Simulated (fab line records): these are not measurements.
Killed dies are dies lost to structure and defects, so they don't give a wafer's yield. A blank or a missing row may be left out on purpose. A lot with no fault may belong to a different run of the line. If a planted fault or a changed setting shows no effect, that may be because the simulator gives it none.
Which of the tools did it?	flow n5Finfet	20 lots with 60 wafers sampled at 6 steps, on a route of 1938 steps

WHAT THE GAUGES READ, wafer by wafer
Not one reading of a measure or inspect step in the record can be checked against a usual standard deviation.

WHAT TOOL EACH LOT RAN ON (gives the tool, then ch and the chambers of the sampled wafers, and finally the start)
lot	N5_BEOL_M0_SAQP_STRIP_86	N5_BEOL_M0_SAQP_SPACER1_ETCHBACK_99	N5_BEOL_M0_SAQP_MANDREL_ETCH_103	N5_BEOL_M0_SAQP_STRIP_108	N5_BEOL_M0_SAQP_DESCUM_45	N5_BEOL_M0_SAQP_CUT_ETCH_46
L074	rieDiel-03 ch 0,3, day 5 14:03	rieDiel-05 ch 0,1, day 5 16:01	rieSi-03 ch 1,2, day 5 16:24	rieDiel-05 ch 0,1, day 5 17:02	rieDiel-05 ch 1,3, day 5 18:29	rieDiel-05 ch 1,3, day 5 18:34
L075	rieDiel-03 ch 0,3, day 5 18:57	rieDiel-05 ch 0,1,3, day 5 20:04	rieSi-06 ch 1,3, day 5 20:31	rieDiel-05 ch 0,1, day 5 21:09	rieDiel-03 ch 0,1,3, day 5 22:39	rieDiel-03 ch 0,1,3, day 5 22:44
L077	rieDiel-05 ch 0,1,3, day 6 05:28	rieDiel-05 ch 1,3, day 6 06:28	rieSi-02 ch 2,3, day 6 06:50	rieDiel-04 ch 0,1, day 6 07:28	rieDiel-05 ch 0,3, day 6 09:11	rieDiel-05 ch 0,3, day 6 09:16
L079	rieDiel-05 ch 0,1,2, day 6 21:34	rieDiel-04 ch 1,2,3, day 6 22:43	rieSi-02 ch 1,2,3, day 6 23:05	rieDiel-03 ch 0,1,2, day 6 23:43	rieDiel-04 ch 0,1,2, day 7 04:10	rieDiel-04 ch 0,1,2, day 7 04:15
L080	rieDiel-05 ch 0,2,3, day 7 00:37	rieDiel-05 ch 0,1, day 7 01:36	rieSi-03 ch 0,2,3, day 7 01:59	rieDiel-05 ch 1,2,3, day 7 02:37	rieDiel-03 ch 0,2,3, day 7 04:13	rieDiel-03 ch 0,2,3, day 7 04:17
L081	rieDiel-03 ch 2,3, day 7 04:08	rieDiel-03 ch 1,2,3, day 7 05:46	rieSi-06 ch 1,3, day 7 06:21	rieDiel-05 ch 0,3, day 7 07:08	rieDiel-05 ch 0,1,3, day 7 09:25	rieDiel-05 ch 0,1,3, day 7 09:30
L082	rieDiel-04 ch 0,1,2, day 7 10:20	rieDiel-04 ch 0,2,3, day 7 11:31	rieSi-06 ch 1,2, day 7 11:54	rieDiel-03 ch 1,2, day 7 12:35	rieDiel-04 ch 0,3, day 7 14:01	rieDiel-04 ch 0,3, day 7 14:06
L083	rieDiel-05 ch 1,2,3, day 7 16:23	rieDiel-04 ch 0,1,2, day 7 17:23	rieSi-03 ch 1,2,3, day 7 17:47	rieDiel-04 ch 0,2, day 7 18:40	rieDiel-04 ch 0,1,3, day 7 20:46	rieDiel-04 ch 0,1,3, day 7 20:52
L084	rieDiel-05 ch 0,1,2, day 8 05:00	rieDiel-03 ch 0,1,2, day 8 06:13	rieSi-02 ch 1,2,3, day 8 06:52	rieDiel-05 ch 1,2, day 8 07:29	rieDiel-03 ch 1,2, day 8 09:44	rieDiel-03 ch 1,2, day 8 09:50
L085	rieDiel-05 ch 0,1,2, day 8 09:56	rieDiel-03 ch 0,1, day 8 11:26	rieSi-06 ch 0,1,3, day 8 11:49	rieDiel-05 ch 0,1,3, day 8 12:27	rieDiel-03 ch 2,3, day 8 14:13	rieDiel-03 ch 2,3, day 8 14:17
L086	rieDiel-03 ch 0,3, day 8 19:51	rieDiel-03 ch 1,2,3, day 8 21:07	rieSi-03 ch 1,2, day 8 21:38	rieDiel-04 ch 0,1, day 8 22:16	rieDiel-04 ch 2,3, day 9 00:36	rieDiel-04 ch 2,3, day 9 00:41
L087	rieDiel-03 ch 0,2, day 9 00:43	rieDiel-03 ch 0,1, day 9 01:43	rieSi-02 ch 1,3, day 9 02:05	rieDiel-04 ch 0,2, day 9 02:43	rieDiel-04 ch 0,2,3, day 9 04:20	rieDiel-04 ch 0,2,3, day 9 04:25
L088	rieDiel-04 ch 1,2,3, day 9 06:51	rieDiel-03 ch 1,3, day 9 07:52	rieSi-02 ch 0,1,2, day 9 08:39	rieDiel-04 ch 0,1,2, day 9 09:17	rieDiel-03 ch 0,1,3, day 9 12:14	rieDiel-03 ch 0,1,3, day 9 12:19
L089	rieDiel-03 ch 1,3, day 9 10:38	rieDiel-03 ch 1,3, day 9 11:41	rieSi-03 ch 1,2,3, day 9 12:16	rieDiel-05 ch 0,1,3, day 9 13:01	rieDiel-04 ch 0,2, day 9 15:09	rieDiel-04 ch 0,2, day 9 15:17
L092	rieDiel-04 ch 0,1, day 10 00:38	rieDiel-04 ch 0,1,3, day 10 01:38	rieSi-06 ch 2,3, day 10 02:01	rieDiel-04 ch 0,1, day 10 02:38	rieDiel-04 ch 1,3, day 10 04:25	rieDiel-04 ch 1,3, day 10 04:31
L093	rieDiel-04 ch 0,3, day 10 07:35	rieDiel-04 ch 1,3, day 10 08:46	rieSi-02 ch 0,1,3, day 10 09:11	rieDiel-05 ch 1,2,3, day 10 09:49	rieDiel-03 ch 0,1,3, day 10 12:17	rieDiel-03 ch 0,1,3, day 10 12:22
L094	rieDiel-05 ch 0,1,3, day 10 12:32	rieDiel-04 ch 0,2,3, day 10 13:53	rieSi-03 ch 1,2,3, day 10 14:22	rieDiel-05 ch 1,2,3, day 10 15:00	rieDiel-03 ch 0,1,3, day 10 16:34	rieDiel-03 ch 0,1,3, day 10 16:38
L095	rieDiel-03 ch 0,3, day 10 19:34	rieDiel-05 ch 1,2,3, day 10 20:38	rieSi-02 ch 2,3, day 10 21:00	rieDiel-03 ch 0,1,2, day 10 21:38	rieDiel-03 ch 0,1,3, day 10 23:13	rieDiel-03 ch 0,1,3, day 10 23:18
L096	rieDiel-05 ch 1,3, day 11 00:13	rieDiel-05 ch 1,2,3, day 11 01:26	rieSi-02 ch 0,2,3, day 11 01:48	rieDiel-03 ch 0,1, day 11 02:26	rieDiel-03 ch 0,3, day 11 04:01	rieDiel-03 ch 0,3, day 11 04:06
L097	rieDiel-04 ch 1,2, day 11 12:06	rieDiel-05 ch 1,2, day 11 13:10	rieSi-06 ch 2,3, day 11 13:33	rieDiel-05 ch 0,1, day 11 14:11	rieDiel-05 ch 1,2, day 11 15:37	rieDiel-05 ch 1,2, day 11 15:43
- N5_BEOL_M0_SAQP_STRIP_86: strips in N2/H2.
- N5_BEOL_M0_SAQP_SPACER1_ETCHBACK_99: etches SiO2 in CHF3/O2, target depth 15.4 nm, time 7.7 s.
- N5_BEOL_M0_SAQP_MANDREL_ETCH_103: etches a-Si in HBr/Cl2, stops on SiCN, target depth 45 nm, bt time 10 s, time 27 s.
- N5_BEOL_M0_SAQP_STRIP_108: strips in N2/H2.
- N5_BEOL_M0_SAQP_DESCUM_45: chemistry O2, time 7 s.
- N5_BEOL_M0_SAQP_CUT_ETCH_46: etches SOC in N2/H2, target depth 135 nm, overetch 27 nm, time 202.5 s.

WHAT THE TOOLS THEMSELVES READ (means of the sampled wafers that have a number; where no wafer has one, the mark that the record gives instead)
N5_BEOL_M0_SAQP_STRIP_86.
lot	tool	drypumpMotorCurrentA (A)	oesProductAu (a.u.)	rfVppV (V)	showerheadPlenumPTorr (Torr)	throttleValvePct (%)
L074	rieDiel-03	5.8	0.73	121.0	3.27	19.16
L075	rieDiel-03	5.8	0.73	121.1	3.27	19.15
L077	rieDiel-05	5.9	0.89	121.9	3.46	18.67
L079	rieDiel-05	5.5	0.90	123.0	3.56	18.77
L080	rieDiel-05	5.7	0.93	123.0	3.46	18.71
L081	rieDiel-03	6.2	0.70	122.6	3.40	18.95
L082	rieDiel-04	5.1	0.74	122.3	3.35	18.88
L083	rieDiel-05	5.6	0.90	122.2	3.46	18.77
L084	rieDiel-05	5.5	0.88	121.8	3.55	18.78
L085	rieDiel-05	5.5	0.88	122.4	3.55	18.78
L086	rieDiel-03	5.8	0.90	121.8	3.26	18.91
L087	rieDiel-03	5.7	0.72	121.7	3.37	18.97
L088	rieDiel-04	5.0	0.74	123.9	3.38	19.04
L089	rieDiel-03	6.2	0.79	122.5	3.32	19.06
L092	rieDiel-04	5.2	0.73	121.8	3.40	18.84
L093	rieDiel-04	5.2	0.74	122.6	3.40	18.66
L094	rieDiel-05	5.8	0.84	123.0	3.44	18.73
L095	rieDiel-03	5.8	0.87	118.7	3.25	18.93
L096	rieDiel-05	6.0	0.85	121.4	3.34	18.74
L097	rieDiel-04	5.0	0.72	120.0	3.37	19.25

N5_BEOL_M0_SAQP_SPACER1_ETCHBACK_99.
lot	tool	O2_flow_sccm (sccm)	drypumpMotorCurrentA (A)	oes_o_777_au (a.u.)	oesProductAu (a.u.)	rfVppV (V)	showerheadPlenumPTorr (Torr)	throttleValvePct (%)
L074	rieDiel-05	4.999	5.7	0.88	0.87	522	2.55	18.83
L075	rieDiel-05	5.002	5.8	0.90	0.88	525	2.49	18.75
L077	rieDiel-05	4.994	5.8	0.90	0.89	528	2.49	18.86
L079	rieDiel-04	4.995	5.0	0.73	0.74	526	2.43	19.08
L080	rieDiel-05	5.000	5.7	0.87	0.86	522	2.55	18.85
L081	rieDiel-03	5.010	6.2	0.72	0.71	525	2.42	19.16
L082	rieDiel-04	5.016	5.1	0.73	0.74	528	2.40	18.87
L083	rieDiel-04	5.001	5.1	0.73	0.74	526	2.41	18.96
L084	rieDiel-03	4.984	5.7	0.75	0.73	527	2.39	19.05
L085	rieDiel-03	4.989	5.6	0.75	0.74	520	2.37	19.08
L086	rieDiel-03	5.007	6.2	0.80	0.79	524	2.42	19.04
L087	rieDiel-03	5.002	5.3	0.76	0.74	523	2.33	19.12
L088	rieDiel-03	5.010	6.2	0.89	0.88	517	2.39	19.11
L089	rieDiel-03	5.001	6.2	0.88	0.87	516	2.39	19.11
L092	rieDiel-04	4.997	5.0	0.71	0.73	534	2.46	19.00
L093	rieDiel-04	5.005	4.9	0.71	0.74	533	2.49	19.13
L094	rieDiel-04	4.994	5.1	0.71	0.73	528	2.39	18.89
L095	rieDiel-05	5.000	5.6	0.86	0.86	529	2.48	18.89
L096	rieDiel-05	4.999	5.6	0.86	0.86	528	2.48	18.89
L097	rieDiel-05	5.004	5.2	0.87	0.88	531	2.55	19.03

N5_BEOL_M0_SAQP_MANDREL_ETCH_103.
lot	tool	drypumpMotorCurrentA (A)	oesProductAu (a.u.)	throttleValvePct (%)
L074	rieSi-03	6.3	0.679	35.07
L075	rieSi-06	5.7	0.683	35.66
L077	rieSi-02	5.9	0.682	35.09
L079	rieSi-02	5.9	0.690	35.10
L080	rieSi-03	5.8	0.671	35.48
L081	rieSi-06	6.2	0.678	35.66
L082	rieSi-06	6.4	0.693	35.41
L083	rieSi-03	6.2	0.679	35.35
L084	rieSi-02	5.9	0.691	35.10
L085	rieSi-06	6.0	0.694	35.42
L086	rieSi-03	6.1	0.689	35.21
L087	rieSi-02	5.7	0.677	35.07
L088	rieSi-02	6.0	0.689	35.28
L089	rieSi-03	6.2	0.674	35.35
L092	rieSi-06	5.7	0.676	35.22
L093	rieSi-02	5.7	0.687	35.18
L094	rieSi-03	6.2	0.688	35.33
L095	rieSi-02	6.3	0.687	35.17
L096	rieSi-02	6.0	0.687	35.24
L097	rieSi-06	5.7	0.684	35.20

N5_BEOL_M0_SAQP_STRIP_108.
lot	tool	drypumpMotorCurrentA (A)	oesProductAu (a.u.)	rfVppV (V)	showerheadPlenumPTorr (Torr)	throttleValvePct (%)
L074	rieDiel-05	5.7	0.87	123.0	3.55	18.74
L075	rieDiel-05	5.7	0.87	122.4	3.56	18.68
L077	rieDiel-04	5.2	0.76	122.1	3.42	18.79
L079	rieDiel-03	5.7	0.73	121.6	3.35	19.06
L080	rieDiel-05	5.6	0.93	122.0	3.46	18.76
L081	rieDiel-05	6.0	0.88	121.8	3.36	18.62
L082	rieDiel-03	6.1	0.72	122.6	3.39	19.07
L083	rieDiel-04	5.2	0.73	121.8	3.31	18.55
L084	rieDiel-05	5.2	0.91	124.2	3.55	18.87
L085	rieDiel-05	5.9	0.85	122.5	3.45	18.71
L086	rieDiel-04	5.1	0.74	122.6	3.44	19.14
L087	rieDiel-04	5.2	0.73	120.0	3.25	18.63
L088	rieDiel-04	5.1	0.73	121.8	3.35	18.89
L089	rieDiel-05	5.8	0.85	122.6	3.45	18.73
L092	rieDiel-04	5.0	0.74	122.5	3.44	19.16
L093	rieDiel-05	5.6	0.87	121.6	3.45	18.80
L094	rieDiel-05	5.6	0.87	122.6	3.44	18.81
L095	rieDiel-03	5.7	0.82	121.4	3.33	18.95
L096	rieDiel-03	5.3	0.74	120.5	3.26	19.22
L097	rieDiel-05	5.7	0.82	122.1	3.54	18.73

N5_BEOL_M0_SAQP_DESCUM_45.
lot	tool	drypumpMotorCurrentA (A)	oesProductAu (a.u.)	rfVppV (V)	showerheadPlenumPTorr (Torr)	throttleValvePct (%)
L074	rieDiel-05	5.9	0.91	243.7	2.12	20.30
L075	rieDiel-03	5.8	0.74	241.8	2.07	20.78
L077	rieDiel-05	6.0	0.91	243.6	2.12	20.26
L079	rieDiel-04	5.1	0.75	243.6	2.08	20.42
L080	rieDiel-03	5.8	0.73	242.7	2.08	20.77
L081	rieDiel-05	5.8	0.87	244.7	2.18	20.41
L082	rieDiel-04	5.2	0.76	243.3	2.12	20.31
L083	rieDiel-04	5.0	0.75	243.4	2.13	20.46
L084	rieDiel-03	6.0	0.72	244.2	2.12	20.63
L085	rieDiel-03	6.2	0.79	243.6	2.13	20.60
L086	rieDiel-04	5.0	0.75	243.4	2.10	20.47
L087	rieDiel-04	5.1	0.74	243.9	2.08	20.39
L088	rieDiel-03	5.7	0.81	241.8	2.05	20.70
L089	rieDiel-04	5.2	0.73	243.1	2.06	20.30
L092	rieDiel-04	4.9	0.75	244.1	2.15	20.55
L093	rieDiel-03	5.7	0.80	242.4	2.05	20.71
L094	rieDiel-03	5.8	0.79	242.4	2.05	20.71
L095	rieDiel-03	5.7	0.79	242.5	2.05	20.72
L096	rieDiel-03	5.8	0.86	241.4	2.04	20.70
L097	rieDiel-05	5.4	0.84	245.6	2.22	20.61

N5_BEOL_M0_SAQP_CUT_ETCH_46.
lot	tool	drypumpMotorCurrentA (A)	rfVppV (V)	showerheadPlenumPTorr (Torr)	throttleValvePct (%)
L074	rieDiel-05	5.9	524.8	2.55	17.53
L075	rieDiel-03	5.7	521.8	2.49	18.07
L077	rieDiel-05	6.0	524.3	2.55	17.48
L079	rieDiel-04	5.1	523.3	2.54	17.83
L080	rieDiel-03	5.8	523.0	2.51	18.04
L081	rieDiel-05	5.8	525.8	2.62	17.62
L082	rieDiel-04	5.2	524.0	2.58	17.70
L083	rieDiel-04	5.0	526.3	2.61	17.91
L084	rieDiel-03	6.1	524.6	2.56	17.96
L085	rieDiel-03	6.2	525.4	2.57	17.84
L086	rieDiel-04	5.0	525.1	2.56	17.88
L087	rieDiel-04	5.1	524.0	2.53	17.76
L088	rieDiel-03	5.8	522.3	2.48	17.98
L089	rieDiel-04	5.2	522.7	2.50	17.65
L092	rieDiel-04	4.9	527.4	2.63	18.03
L093	rieDiel-03	5.8	522.3	2.48	17.99
L094	rieDiel-03	5.7	522.6	2.48	18.00
L095	rieDiel-03	5.8	523.6	2.48	18.00
L096	rieDiel-03	5.8	522.0	2.46	17.92
L097	rieDiel-05	5.4	528.0	2.68	17.86

THE ANSWER, worked out from the rows above alone
Rule: usual is defined by the lots themselves. Put in order of their means at a reading, lots are off if they are a third of the lots or fewer, leave a main group of 4 or more, and stand apart from it by a gap of 3 or more times the standard deviation of the main group's means; of several such gaps the widest counts. If all means in a main group match to the digits the tables above print for the reading, that group is not used. A lot without any number at a reading at which 4 lots or more have one is off too. Any other lot the step has rows for is counted as sound. First the gauges in route order, then the tools' own readings, where a lot's mean is used as printed above. The first step at which some lot is off is used, and at that step the reading that is off furthest; a lot without a number counts as furthest.
Nothing can be told from this: no lot is off at any reading shown.

WHAT WAS PUT IN BY THE SIMULATOR
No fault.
